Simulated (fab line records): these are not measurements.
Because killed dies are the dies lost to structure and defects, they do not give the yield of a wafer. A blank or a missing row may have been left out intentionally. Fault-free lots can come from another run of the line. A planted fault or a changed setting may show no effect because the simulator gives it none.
Which tool is to blame? / flow nand-harc / 18 wafers from 6 lots sampled at 3 of the route's 1302 steps

WHAT THE GAUGES READ, wafer by wafer
NHARC_END_SORT_01.
lot=L554; measured=day 26 04:16; on=prober-02; killed-at-periphery=3 2 1
lot=L556; measured=day 26 13:55; on=prober-01; killed-at-periphery=6 2 3
lot=L559; measured=day 27 10:04; on=prober-01; killed-at-periphery=4 1 1
lot=L561; measured=day 28 00:00; on=prober-01; killed-at-periphery=13 4 15
lot=L563; measured=day 29 16:34; on=prober-01; killed-at-periphery=4 4 11
lot=L566; measured=day 31 12:00; on=prober-01; killed-at-periphery=623 639 635

WHICH TOOL RAN EACH LOT (tool, then ch and the chambers of the sampled wafers, then the start)
lot=L554; NHARC_P_ZERO_WELL_STRIP_15=wet-bench-02 ch 1,5,7, day 2 20:31; NHARC_P_ZERO_WELL_DESCUM_54=rie-diel-13 ch 0,2,3, day 3 00:37
lot=L556; NHARC_P_ZERO_WELL_STRIP_15=wet-bench-02 ch 2,3,4, day 3 13:53; NHARC_P_ZERO_WELL_DESCUM_54=rie-diel-01 ch 0,1,3, day 3 17:55
lot=L559; NHARC_P_ZERO_WELL_STRIP_15=wet-bench-02 ch 3,6,7, day 4 19:54; NHARC_P_ZERO_WELL_DESCUM_54=rie-diel-13 ch 0,1,3, day 5 00:14
lot=L561; NHARC_P_ZERO_WELL_STRIP_15=wet-bench-02 ch 0,2,6, day 5 15:47; NHARC_P_ZERO_WELL_DESCUM_54=rie-diel-13 ch 0,2, day 5 22:07
lot=L563; NHARC_P_ZERO_WELL_STRIP_15=wet-bench-03 ch 1,3,4, day 6 11:50; NHARC_P_ZERO_WELL_DESCUM_54=rie-diel-01 ch 0,1,2, day 6 16:04
lot=L566; NHARC_P_ZERO_WELL_STRIP_15=wet-bench-02 ch 3,6,7, day 7 17:50; NHARC_P_ZERO_WELL_DESCUM_54=rie-diel-06 ch 0,2,3, day 7 22:03
- NHARC_P_ZERO_WELL_STRIP_15: strips in SPM, time 900 s.
- NHARC_P_ZERO_WELL_DESCUM_54: chemistry O2, time 3 s.

THE ANSWER, worked out from the rows above alone
Rule: the usual values come from the lots themselves. Put in order of their means at a reading, lots are off if they are a third of the lots or fewer, leave a main group of 4 or more, and stand apart from it by a gap of 3 or more times the standard deviation of the main group's means; of several such gaps the widest counts. If all means in a main group match to the digits the tables above print for the reading, that group is not used. A lot without any number at a reading at which 4 lots or more have one is off too. All remaining lots with rows at the step are treated as sound.
Off: L566 (NHARC_END_SORT_01, killed-at-periphery). The main group has a mean of 5 with a standard deviation of 3.3.
A tool fits if, at a process step before that reading, it ran every lot that is off, and no sound lot after the first of them. Those tools and the gauges at NHARC_END_SORT_01 are tried in the same way. Can't be told from this: 3 tools fit, wet-bench-02 at NHARC_P_ZERO_WELL_STRIP_15, rie-diel-06 at NHARC_P_ZERO_WELL_DESCUM_54, prober-01 at NHARC_END_SORT_01.

WHAT HAD BEEN PUT IN BY THE SIMULATOR
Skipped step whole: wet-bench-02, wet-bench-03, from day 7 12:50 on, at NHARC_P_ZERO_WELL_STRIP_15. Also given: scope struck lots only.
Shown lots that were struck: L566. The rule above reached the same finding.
